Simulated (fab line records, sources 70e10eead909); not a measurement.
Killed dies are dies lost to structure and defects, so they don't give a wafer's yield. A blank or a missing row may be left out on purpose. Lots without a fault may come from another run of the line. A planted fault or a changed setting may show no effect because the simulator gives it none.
Chamber matching | flow nand_harc | NHARC_A_WL_FILL_ALD_10 on ald_hk-03: 4 sister chambers
The step deposits SiO2, target thk 50 nm, pulse time 10 s, ald cycles 500. 16 wafers are shown with their chamber, then 8 later ones without.

WAFERS WITH THEIR CHAMBER
wafer  | chamber | heater_power_w (W) | susceptor_temp_C (C) | precursor_pulse_height_rel
L074.1 | 1       | 504                | 300.26               | 1.009
L074.5 | 3       | 429                | 299.61               | 1.000
L074.6 | 0       | 489                | 299.66               | 1.007
L079.3 | 1       | 483                | 299.78               | 0.958
L079.2 | 3       | 428                | 300.05               | 1.011
L079.6 | 1       | 514                | 299.84               | 0.985
L078.3 | 3       | 427                | 300.42               | 0.999
L078.4 | 1       | 515                | 300.52               | 1.021
L078.6 | 3       | 439                | 300.21               | 0.980
L081.3 | 3       | 425                | 299.97               | 1.013
L081.4 | 0       | 491                | 299.78               | 1.012
L081.6 | 3       | 423                | 299.67               | 0.987
L082.2 | 1       | 504                | 300.29               | 0.967
L082.1 | 0       | 482                | 300.00               | 0.982
L082.5 | 2       | 479                | 300.00               | 0.995
L086.1 | 3       | 429                | 299.79               | 1.013

SIGNATURES (means of the wafers above)
reading                    | chamber 0 | chamber 1 | chamber 2 | chamber 3 | scatter within a chamber
heater_power_w             | 487.33    | 504.00    | 479.00    | 428.57    | 8.48
susceptor_temp_C           | 299.8133  | 300.1380  | 300.0000  | 299.9600  | 0.286
precursor_pulse_height_rel | 1.00033   | 0.98800   | 0.99500   | 1.00043   | 0.0192
Rule: a wafer's distance from a chamber is the root of the sum, over the readings, of the square of ((its reading less the chamber's mean) divided by the reading's scatter). The wafer belongs to the nearest chamber; if the next one is less than 2 further off, it can't be placed. The scatter: the root of (the sum of the squares of (reading less its chamber's mean) over the shown wafers, divided by (wafers less chambers)).

WAFERS WITHOUT THEIR CHAMBER
wafer  | heater_power_w (W) | susceptor_temp_C (C) | precursor_pulse_height_rel
L086.3 | 497                | 299.66               | 0.990
L086.5 | 494                | 300.12               | 0.988
L090.1 | 480                | 300.24               | 1.038
L090.3 | 526                | 299.88               | 1.002
L090.5 | 483                | 299.80               | 1.000
L092.4 | 498                | 299.69               | 0.999
L092.1 | 496                | 299.96               | 0.993
L092.3 | 471                | 300.01               | 1.029

WHICH CHAMBER EACH WENT THROUGH
wafer  | from the rows above          | in truth
L086.3 | can't be placed: 0 or 1 or 2 | 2
L086.5 | can't be placed: 1 or 0 or 2 | 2
L090.1 | can't be placed: 2 or 0 or 1 | 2
L090.3 | can't be placed: 1 or 0      | 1
L090.5 | can't be placed: 0 or 2      | 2
L092.4 | can't be placed: 0 or 1 or 2 | 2
L092.1 | can't be placed: 1 or 0 or 2 | 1
L092.3 | can't be placed: 2 or 0      | 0
Placed correctly: 0 of 8. Can't be placed from these rows: 8 (the true chamber is among the candidates in 8). Placed wrongly: 0.
